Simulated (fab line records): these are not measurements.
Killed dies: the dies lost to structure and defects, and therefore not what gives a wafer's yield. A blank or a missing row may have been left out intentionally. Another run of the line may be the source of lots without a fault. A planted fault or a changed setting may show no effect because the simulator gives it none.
fab line records	flow nand-harc
[record] lots = 6	wafers = 18	last-day = 33
route steps=1302 shown P_M0@264 END@1302
lots that met no fault: from a run of the same line without faults
start-h: hours from the record's first day to the start of the lot's first wafer shown	wait-h: hours since the lot's step before	" the same as in the row above	L1.1+2: several wafers, shown together as one row	- either no value or no given start	* or withheld: withheld	< > ~ a bound
route shown NAME@n: NAME is a module with steps in the file, n the number in the route of the first one	usual: average and standard deviation across the fault-free wafers	same: alike in all rows	chamber/n: place in a boat	sites: the reading at each site	_std_site: how widely they spread, as a standard deviation	_edge_site: inner sites' mean taken away from outer sites' mean	radius-mm: for every site, how far away it sits from the centre of the wafer	mask NAME#n: copy n	behind: the tool/chamber that last shaped the wafer	hold: cause of the lot's hold/its duration in hours/its outcome	device: the transistor (n, p or np) that didn't switch	end of line: tests run on the same wafers once the route is complete	a step given without rows: its recipe and nothing more	killed: not the wafer's yield, but the dies lost to structure and defects at the first sort	map: shows each die of a wafer: x if killed, . if not, _ if none is there
set.NAME: the setting that was run; set.NAME@STEP: the one run at that earlier step	model.NAME: the simulator's own value behind a step, which no gauge read
a table for each step, a row for each wafer; lots at some steps of the route
services: from which hour (start-h, from the record's first day; less than 0 if before it) a tool's chamber was out of use, for how many hours, and why
[[steps]]
[step NHARC_P_M0_OVL_MEAS_10]
[recipe] pitch-nm = 180
[usual] overlay-x-nm = -0.2/0.74	overlay-y-nm = -0.1/0.92
lot.wafer	tool	chamber	start-h	wait-h	overlay-x-nm	overlay-y-nm
L265.1	overlay-02	-	150.08	-	-1.5	-0.9
L265.3	"	-	"	"	-1.2	-0.5
L265.6	"	-	"	"	-1.7	-0.6
L267.1	overlay-02	-	158.38	-	1.2	-0.2
L267.2	"	-	"	"	1.7	0.0
L267.3	"	-	"	"	2.0	0.0
L269.2	overlay-01	-	183.93	-	0.3	0.1
L269.3	"	-	"	"	0.0	0.1
L269.6	"	-	"	"	-0.3	0.2
L272.1	overlay-02	-	213.80	-	0.6	-1.0
L272.2	"	-	"	"	0.7	-0.7
L272.4	"	-	"	"	0.3	-1.2
L282.1	overlay-02	-	322.96	-	-1.4	-0.8
L282.3	"	-	"	"	-1.2	-1.2
L282.5	"	-	"	"	-1.1	-1.2
L285.2	overlay-02	-	348.04	-	-0.3	0.1
L285.4	"	-	"	"	0.2	0.2
L285.5	"	-	"	"	0.7	0.2
[step NHARC_P_M0_INSPECT_11]
[usual] raw-defect-count = 3.9/2.4
lot.wafer	tool	chamber	start-h	wait-h	raw-defect-count
L265.1	defect-inspect-02	-	150.11	0.0	5
L265.3	"	-	"	"	1
L265.6	"	-	"	"	5
L267.1	defect-inspect-01	-	158.42	0.0	0
L267.2	"	-	"	"	10
L267.3	"	-	"	"	7
L269.2	defect-inspect-01	-	183.97	0.0	6
L269.3	"	-	"	"	3
L269.6	"	-	"	"	1
L272.1	defect-inspect-01	-	213.84	0.0	4
L272.2	"	-	"	"	3
L272.4	"	-	"	"	4
L282.1	defect-inspect-01	-	323.00	0.0	9
L282.3	"	-	"	"	7
L282.5	"	-	"	"	1
L285.2	defect-inspect-01	-	348.07	0.0	2
L285.4	"	-	"	"	3
L285.5	"	-	"	"	5
[step NHARC_P_M0_DESCUM_14]
[recipe] time-s = 3	o2-flow-sccm = 200	ar-flow-sccm = 0	bias-power-w = 0	chemistry = O2
[usual] drypump-motor-current-A = 5.5/0.43	mfc-ar-sccm = 0.014/0.015	oes-product-au = 1.000/0.0088	rf-vpp-V = 57.8/0.86	showerhead-plenum-p-Torr = 1.91/0.094	throttle-valve-pct = 11.311/0.0093
lot.wafer	tool	chamber	start-h	wait-h	drypump-motor-current-A	mfc-ar-sccm	oes-product-au	rf-hours-counter-h	rf-vpp-V	showerhead-plenum-p-Torr	throttle-valve-pct
L265.3	rie-diel-02	1	150.19	0.1	6.3	0	1.016	35	58.7	1.99	11.297
L265.1	"	2	"	"	6.3	0.033	1.000	33	59.1	1.91	11.320
L265.6	"	3	"	"	5.2	0.009	1.021	-	57.8	1.90	11.312
L267.1	rie-diel-02	0	158.48	0.1	5.1	0	1.004	36	57.8	1.96	11.315
L267.2	"	1	"	"	6.3	0	0.993	40	58.8	1.98	11.312
L267.3	"	2	"	"	6.3	0.033	1.002	36	58.1	1.91	11.321
L269.3	rie-diel-11	2	184.03	0.1	5.5	0.028	1.000	33	59.1	1.98	11.309
L269.2	"	3	"	"	6.1	0	0.993	28	58.3	1.81	11.305
L269.6	"	2	"	"	5.5	0.028	1.002	-	57.5	1.98	11.324
L272.4	rie-diel-09	3	213.90	0.1	6.0	0.032	0.991	12	58.5	2.05	11.312
L272.1	"	0	"	"	5.3	0.031	0.998	12	57.9	1.79	11.306
L272.2	"	1	"	"	5.4	0	0.997	12	58.7	1.96	11.308
L282.1	rie-diel-02	3	323.20	0.2	5.2	0.009	1.016	22	57.2	1.89	11.315
L282.3	"	1	"	"	6.3	0	0.995	30	57.3	1.97	11.318
L282.5	"	3	"	"	5.2	0.009	1.015	-	57.1	1.89	11.321
L285.2	rie-diel-09	1	348.20	0.1	5.4	0	1.004	2	59.0	1.95	11.310
L285.4	"	2	"	"	5.1	0	0.998	-	56.9	1.78	11.309
L285.5	"	1	"	"	5.4	0	1.015	-	58.3	1.95	11.319
[step NHARC_P_M0_ETCH_34]
[recipe] target-depth-a = 400	overetch-a = 120	time-s = 43.94	ion-energy-ev = 200	n2-flow-sccm = 150	h2-flow-sccm = 150	ar-flow-sccm = 0	rf-w = 400	bias-w = 150	chemistry = N2/H2
[usual] drypump-motor-current-A = 5.6/0.44	mfc-ar-sccm = 0.014/0.015	oes-product-au = 1.001/0.0089	rf-vpp-V = 430.2/3	showerhead-plenum-p-Torr = 2.03/0.1	throttle-valve-pct = 14.171/0.0083
lot.wafer	tool	chamber	start-h	wait-h	drypump-motor-current-A	mfc-ar-sccm	oes-product-au	rf-hours-counter-h	rf-vpp-V	showerhead-plenum-p-Torr	throttle-valve-pct
L265.1	rie-diel-02	2	150.26	0.1	6.4	0.033	1.003	33	429.5	2.04	14.175
L265.3	"	0	"	"	5.1	0	1.003	32	431.1	2.09	14.183
L265.6	"	2	"	"	6.3	0.033	1.007	-	431.2	2.04	14.159
L267.3	rie-diel-02	2	158.57	0.1	6.4	0.033	1.012	36	430.1	2.04	14.169
L267.2	"	3	"	"	5.2	0.009	1.011	18	430.6	2.02	14.176
L267.1	"	0	"	"	5.1	0	1.018	36	432.5	2.09	14.155
L269.2	rie-diel-11	2	184.12	0.1	5.6	0.028	0.999	33	431.7	2.11	14.165
L269.3	"	3	"	"	6.1	0	0.999	28	428.4	1.93	14.182
L269.6	"	1	"	"	5.6	0	0.994	-	431.8	2.08	14.167
L272.1	rie-diel-09	0	213.99	0.1	5.3	0.031	1.004	12	427.0	1.91	14.177
L272.2	"	2	"	"	5.1	0	1.000	13	426.0	1.90	14.178
L272.4	"	3	"	"	6.0	0.032	0.994	12	434.2	2.19	14.179
L282.1	rie-diel-02	3	323.28	0.1	5.2	0.009	1.019	22	428.8	2.01	14.170
L282.3	"	0	"	"	5.1	0	1.015	28	430.8	2.07	14.177
L282.5	"	2	"	"	6.3	0.033	1.013	-	430.8	2.02	14.166
L285.2	rie-diel-09	1	349.02	0.8	5.4	0	0.994	3	432.1	2.08	14.174
L285.5	"	2	"	"	5.2	0	0.985	-	425.5	1.89	14.169
L285.4	"	0	"	"	5.3	0.031	0.993	-	426.0	1.90	14.174
[step NHARC_P_M0_ETCH_15]
[recipe] target-depth-a = 1500	overetch-a = 150	time-s = 82.5	c4f8-flow-sccm = withheld	ar-flow-sccm = 400	rf-w = 600	bias-w = 300	chemistry = C4F8/Ar
[step NHARC_P_M0_CD_MEAS_16]
[usual] cd-nm = 90.1/0.77
lot.wafer	tool	chamber	start-h	wait-h	cd-nm
L265.1	cd-sem-03	-	150.48	-	89.3
L265.3	"	-	"	"	89.2
L265.6	"	-	"	"	90.1
L267.1	cd-sem-03	-	158.78	-	91.1
L267.2	"	-	"	"	90.9
L267.3	"	-	"	"	90.6
L269.2	cd-sem-01	-	184.37	-	90.5
L269.3	"	-	"	"	88.4
L269.6	"	-	"	"	89.7
L272.1	cd-sem-03	-	214.20	-	90.2
L272.2	"	-	"	"	88.7
L272.4	"	-	"	"	90.2
L282.1	cd-sem-01	-	323.50	-	90.0
L282.3	"	-	"	"	90.9
L282.5	"	-	"	"	90.2
L285.2	cd-sem-02	-	349.26	-	89.8
L285.4	"	-	"	"	88.8
L285.5	"	-	"	"	89.5
[step NHARC_P_M0_STRIP_18]
[recipe] power-w = 1000	n2-flow-sccm = 150	h2-flow-sccm = 150	ar-flow-sccm = 0	bias-w = 0	chemistry = N2/H2
[step NHARC_P_M0_STRIP_19]
[recipe] time-s = 600	temp-c = 30	chemistry = post-etch-residue-remover
[step NHARC_P_M0_DEGAS_28]
[recipe] temp-c = 250	time-s = 60
[step NHARC_P_M0_PRE_CLEAN_29]
[recipe] time-s = 30	temp-c = 280	gas = H2/He
[step NHARC_P_M0_PVD_20]
[recipe] target-thk-a = 50	bias-v = 168.6	power-w = 15000	chamber-pressure-pa = 0.12	time-s = 8.06	substrate-temp-c = 50	material = TaN
[usual] cathode-dc-power-W = 15000/2.7	throttle-valve-pct = 29.8/1
lot.wafer	tool	chamber	start-h	wait-h	cathode-dc-power-W	throttle-valve-pct
L265.1	pvd-sputter-01	-	-	-	15002	31.4
L265.3	"	-	"	"	14999	29.2
L265.6	"	-	"	"	15000	31.4
L267.1	pvd-sputter-01	-	-	-	15003	31.7
L267.2	"	-	"	"	14998	29.1
L267.3	"	-	"	"	15001	28.8
L269.3	pvd-sputter-03	-	-	-	14996	28.5
L269.2	"	-	"	"	14999	29.6
L269.6	"	-	"	"	15003	28.3
L272.4	pvd-sputter-01	-	-	-	14998	29.1
L272.1	"	-	"	"	15001	28.8
L272.2	"	-	"	"	15003	31.6
L282.1	pvd-sputter-01	-	-	-	14998	28.9
L282.3	"	-	"	"	14998	29.2
L282.5	"	-	"	"	15001	31.8
L285.4	pvd-sputter-01	-	-	-	15004	29.5
L285.2	"	-	"	"	14999	32.1
L285.5	"	-	"	"	14999	32.0
[step NHARC_P_M0_PVD_21]
[recipe] target-thk-a = 300	chamber-pressure-pa = 5	power-w = 5000	substrate-temp-c = 30	time-s = 20.49	material = Cu
[usual] cathode-dc-power-W = 5000.0/0.96	throttle-valve-pct = 29.8/1
lot.wafer	tool	chamber	start-h	wait-h	cathode-dc-power-W	throttle-valve-pct
L265.1	pvd-sputter-01	-	-	-	4999.9	29.2
L265.3	"	-	"	"	4999.8	28.5
L265.6	"	-	"	"	5002.3	29.5
L267.3	pvd-sputter-01	-	-	-	5001.4	29.1
L267.1	"	-	"	"	4999.3	28.8
L267.2	"	-	"	"	5001.4	29.0
L269.2	pvd-sputter-03	-	-	-	4999.6	28.6
L269.3	"	-	"	"	5000.3	29.3
L269.6	"	-	"	"	5000.3	29.9
L272.2	pvd-sputter-01	-	-	-	4997.7	28.5
L272.1	"	-	"	"	5001.0	31.6
L272.4	"	-	"	"	4999.7	29.0
L282.3	pvd-sputter-01	-	-	-	4997.5	31.8
L282.1	"	-	"	"	4999.2	29.0
L282.5	"	-	"	"	5001.0	31.9
L285.2	pvd-sputter-01	-	-	-	5000.8	32.0
L285.4	"	-	"	"	4999.3	29.5
L285.5	"	-	"	"	5001.7	31.9
[step NHARC_P_M0_ECD_22]
[recipe] target-thk-a = 4000	bath-temp-c = 25	material = Cu
lot.wafer	tool	chamber	start-h	wait-h
L265.1+3+6	ecd-cu-02	0,0,1	151.51	-
L267.2+1+3	ecd-cu-02	1,0,1	159.76	-
L269.2+3+6	ecd-cu-01	1,0,1	185.36	-
L272.2+1+4	ecd-cu-02	0,1,1	215.17	-
L282.1+3+5	ecd-cu-02	1,0,1	324.49	-
L285.2+4+5	ecd-cu-02	0,1,1	350.31	-
[step NHARC_P_M0_ANNEAL_30]
[recipe] temp-c = 225	time-s = 90
[usual] wafer_temp_C_max = 226.1/0.54
lot.wafer	tool	chamber	start-h	wait-h	wafer_temp_C_max
L265.1	rtp-anneal-02	0	151.83	0.3	226.6
L265.3	"	0	"	"	226.8
L265.6	"	0	"	"	226.7
L267.1	rtp-anneal-01	0	160.14	-	225.7
L267.2	"	0	"	"	225.5
L267.3	"	0	"	"	225.6
L269.2	rtp-anneal-01	0	185.79	0.4	225.5
L269.3	"	0	"	"	225.3
L269.6	"	0	"	"	225.5
L272.1	rtp-anneal-01	0	215.55	-	225.4
L272.2	"	0	"	"	225.8
L272.4	"	0	"	"	225.8
L282.1	rtp-anneal-02	0	324.87	-	226.4
L282.3	"	0	"	"	227.0
L282.5	"	0	"	"	227.2
L285.2	rtp-anneal-01	0	350.74	0.4	226.0
L285.4	"	0	"	"	225.7
L285.5	"	0	"	"	225.7
[step NHARC_P_M0_CMP_23]
[recipe] t-overpolish-s = 20	target-thk-nm = 117.54
[usual] motor-current-A = 11.8/1	slurry-filter-dp-kPa = 13.48/0.13	time-to-endpoint-s = 28.6/2.7
[same] t-overpolish-s = 20
lot.wafer	tool	chamber	start-h	wait-h	motor-current-A	slurry-filter-dp-kPa	time-to-endpoint-s
L265.3	cmp-04	3	152.18	-	10.3	13.38	23.9
L265.1	"	0	"	"	13.2	13.39	26.7
L265.6	"	3	"	"	10.2	13.66	25.4
L267.2	cmp-04	3	160.48	-	10.9	13.40	27.6
L267.1	"	0	"	"	12.6	13.56	26.9
L267.3	"	2	"	"	11.6	13.52	26.9
L269.3	cmp-04	2	186.08	-	11.2	13.49	28.2
L269.2	"	0	"	"	12.6	13.60	25.2
L269.6	"	2	"	"	10.4	13.47	30.1
L272.1	cmp-02	1	215.92	-	10.4	13.59	30.1
L272.2	"	2	"	"	13.2	13.30	30.8
L272.4	"	3	"	"	13.6	13.38	33.5
L282.3	cmp-03	3	325.24	-	11.9	13.63	10.1
L282.1	"	0	"	"	12.9	13.51	28.2
L282.5	"	2	"	"	12.4	13.43	26.4
L285.2	cmp-03	0	351.04	-	13.7	13.60	8.1
L285.4	"	2	"	"	11.9	13.51	24.5
L285.5	"	0	"	"	12.5	13.36	26.2
[step NHARC_P_M0_THK_MEAS_24]
[recipe] thk-meas-gauge = xrf
[usual] thk-nm = 117.6/1.4
lot.wafer	tool	chamber	start-h	wait-h	thk-nm
L265.1	film-metro-02	-	152.49	-	117.2
L265.3	"	-	"	"	116.7
L265.6	"	-	"	"	116.7
L267.1	film-metro-02	-	160.79	-	116.4
L267.2	"	-	"	"	118.1
L267.3	"	-	"	"	116.6
L269.2	film-metro-01	-	186.40	-	117.4
L269.3	"	-	"	"	117.0
L269.6	"	-	"	"	116.6
L272.1	film-metro-02	-	216.21	-	116.3
L272.2	"	-	"	"	117.1
L272.4	"	-	"	"	117.1
L282.1	film-metro-01	-	325.53	-	117.3
L282.3	"	-	"	"	115.7
L282.5	"	-	"	"	113.9
L285.2	film-metro-02	-	351.35	-	117.4
L285.4	"	-	"	"	117.8
L285.5	"	-	"	"	116.8
[step NHARC_END_SORT_01]
[recipe] temp-c = 25
[usual] defect-limited-yield = 91.4/2.5	killed-at-array = 54/17	killed-at-other = 1.0/1.4	killed-at-periphery = 3.6/2.1	killed-dies = 58/17	killed-open = 3.2/2	killed-short = 2.5/1.5
[same] gross-dies = 677
lot.wafer	tool	chamber	start-h	wait-h	defect-limited-yield[%]	killed-at-array	killed-at-other	killed-at-periphery	killed-dies	killed-open	killed-short
L282.1	prober-01	0	772.69	2.5	90.0	57	4	7	68	1	3
L282.3	prober-01	0	774.30	3.1	90.1	60	2	5	67	1	3
L282.5	prober-01	0	775.91	3.7	91.3	56	2	1	59	2	2
L285.2	prober-01	0	799.80	2.8	89.5	68	0	3	71	4	2
// killed by level:class
L282.1 A_SLIT:chamber-film-flake=36 A_CHANNEL_HOLE_D1:chamber-film-flake=9 A_CONTACT:chamber-film-flake=5 THIN_TSV:chamber-film-flake=4 P_ZERO_WELL:chamber-film-flake=3 P_GATE:chamber-film-flake=3 A_ONON_D1:geometric-particle:short=1 A_CHANNEL_HOLE_D1:geometric-particle:short=1
L282.3 A_SLIT:chamber-film-flake=29 A_CHANNEL_HOLE_D1:chamber-film-flake=19 A_CHANNEL_FILL_D2:chamber-film-flake=3 A_CONTACT:chamber-film-flake=3 A_CHANNEL_FILL_D1:geometric-particle:short=2 P_ZERO_WELL:chamber-film-flake=2 THIN_TSV:chamber-film-flake=2 P_M0:area-ecd=2
L282.5 A_SLIT:chamber-film-flake=27 A_CHANNEL_HOLE_D1:chamber-film-flake=12 A_CONTACT:chamber-film-flake=6 A_STAIRCASE:chamber-film-flake=4 THIN_TSV:chamber-film-flake=2 A_ONON_D1:geometric-particle:short=1 A_CHANNEL_FILL_D2:geometric-particle:open=1 A_SGD_CUT:geometric-particle:open=1
L285.2 A_SLIT:chamber-film-flake=32 A_CHANNEL_HOLE_D1:chamber-film-flake=19 A_STAIRCASE:chamber-film-flake=5 A_WL_FILL:chamber-film-flake=3 A_CONTACT:chamber-film-flake=3 P_STI:geometric-particle:open=1 P_M0:geometric-particle:open=1 A_SOURCE_PLATE:geometric-particle:open=1
[[services]]
tool	chamber	start-h	hours	kind
cmp-03	-	130.15	1.5	repair
cmp-04	-	133.65	0.3	repair
rie-diel-09	-	143.10	9.0	pm
cmp-03	-	162.00	4.0	pm
pvd-sputter-03	-	170.00	10.0	pm
rie-diel-11	3	184.88	1.4	repair
cmp-04	-	209.00	4.0	pm
rie-diel-02	2	211.09	14.7	repair
rie-diel-02	-	216.87	9.0	pm
pvd-sputter-01	-	226.87	10.0	pm
pvd-sputter-01	-	239.13	5.3	repair
rie-diel-02	2	240.20	3.8	repair
ecd-cu-02	-	244.49	8.0	pm
rie-diel-11	-	255.60	9.0	pm
cmp-04	-	265.00	1.0	repair
cmp-04	-	267.25	0.5	repair
cmp-04	-	275.69	1.5	repair
rie-diel-02	3	285.73	22.0	repair
rie-diel-09	2	293.32	3.6	repair
rie-diel-09	0	294.86	1.2	repair
cmp-04	-	307.00	4.0	pm
rie-diel-09	-	320.10	9.0	pm
rie-diel-09	-	341.46	0.5	repair
rie-diel-09	3	343.53	14.6	repair
[[key]]
[first-sign] step = NHARC_P_M0_CMP_23	reading = time-to-endpoint-s	direction = down	sigmas = 7.2	usual = *	struck = *
effect none on later readings
met-at NHARC_P_M0_ECD_22
struck-wafers L282.3,L285.2
onset-between 215.17 324.49
[fault] kind = process-parameter-drift	tool = ecd-cu-02	chamber = 0	onset-h = 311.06	steps = NHARC_P_M0_ECD_22	channel = target-thk-a	offset = *	shape = step	end-h = 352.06	acts-in = *	stated = *
